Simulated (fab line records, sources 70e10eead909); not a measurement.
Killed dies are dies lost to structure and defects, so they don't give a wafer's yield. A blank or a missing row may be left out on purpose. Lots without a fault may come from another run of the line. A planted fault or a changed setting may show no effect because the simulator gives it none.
Which tool did it? | flow nand_harc | 11 lots, 33 wafers sampled, at 2 steps of a route of 1159

WHAT THE GAUGES READ, wafer by wafer
NHARC_A_CHANNEL_HOLE_D1_CD_MEAS_18.
lot  | measured     | on        | cd_nm (nm)
L074 | day 8 13:52  | cd_sem-01 | 99.9 99.4 101.2
L076 | day 8 23:41  | cd_sem-02 | 99.1 100.6 96.3
L079 | day 9 08:15  | cd_sem-02 | 98.5 96.2 96.1
L081 | day 10 00:05 | cd_sem-02 | 100.8 98.7 100.4
L083 | day 10 09:52 | cd_sem-02 | 100.5 101.0 101.9
L087 | day 11 11:11 | cd_sem-02 | 98.9 99.2 101.3
L089 | day 12 01:10 | cd_sem-02 | 98.2 99.1 99.6
L091 | day 12 07:16 | cd_sem-03 | 101.4 97.2 98.3
L092 | day 12 18:30 | cd_sem-01 | 97.1 99.8 98.6
L094 | day 13 06:22 | cd_sem-03 | 99.6 97.2 99.3
L095 | day 13 15:47 | cd_sem-02 | 100.2 99.3 100.5

WHICH TOOL RAN EACH LOT (tool, then ch and the chambers of the sampled wafers, then the start)
lot  | NHARC_A_CHANNEL_HOLE_D1_ETCH_16
L074 | rie_diel-04 ch 1,2,3, day 8 13:52 or earlier
L076 | rie_diel-04 ch 1,2,3, day 8 23:41 or earlier
L079 | rie_diel-04 ch 0,1,2, day 9 08:15 or earlier
L081 | rie_diel-04 ch 0,1,2, day 10 00:05 or earlier
L083 | rie_diel-11 ch 0,1,3, day 10 09:52 or earlier
L087 | rie_diel-04 ch 1,2,3, day 11 11:11 or earlier
L089 | rie_diel-04 ch 1,3, day 12 01:10 or earlier
L091 | rie_diel-04 ch 0,1,2, day 12 07:16 or earlier
L092 | rie_diel-11 ch 2,3, day 12 18:30 or earlier
L094 | rie_diel-09 ch 1,2, day 13 06:22 or earlier
L095 | rie_diel-09 ch 1,2,3, day 13 15:47 or earlier
- NHARC_A_CHANNEL_HOLE_D1_ETCH_16: etches the open film in O2/COS, target depth 3100 nm, time 806 s.

THE ANSWER, worked out from the rows above alone
Rule: what is usual is taken from the lots themselves. Put in order of their means at a reading, lots are off if they are a third of the lots or fewer, leave a main group of 4 or more, and stand apart from it by a gap of 3 or more times the standard deviation of the main group's means; of several such gaps the widest counts. A main group whose means are all the same, to the digits that the tables above print for the reading, isn't used. A lot without any number at a reading at which 4 lots or more have one is off too. The other lots that the step has rows for count as sound.
No lot is off at any reading shown: from this, nothing can be told.

WHAT THE SIMULATOR HAD PUT IN
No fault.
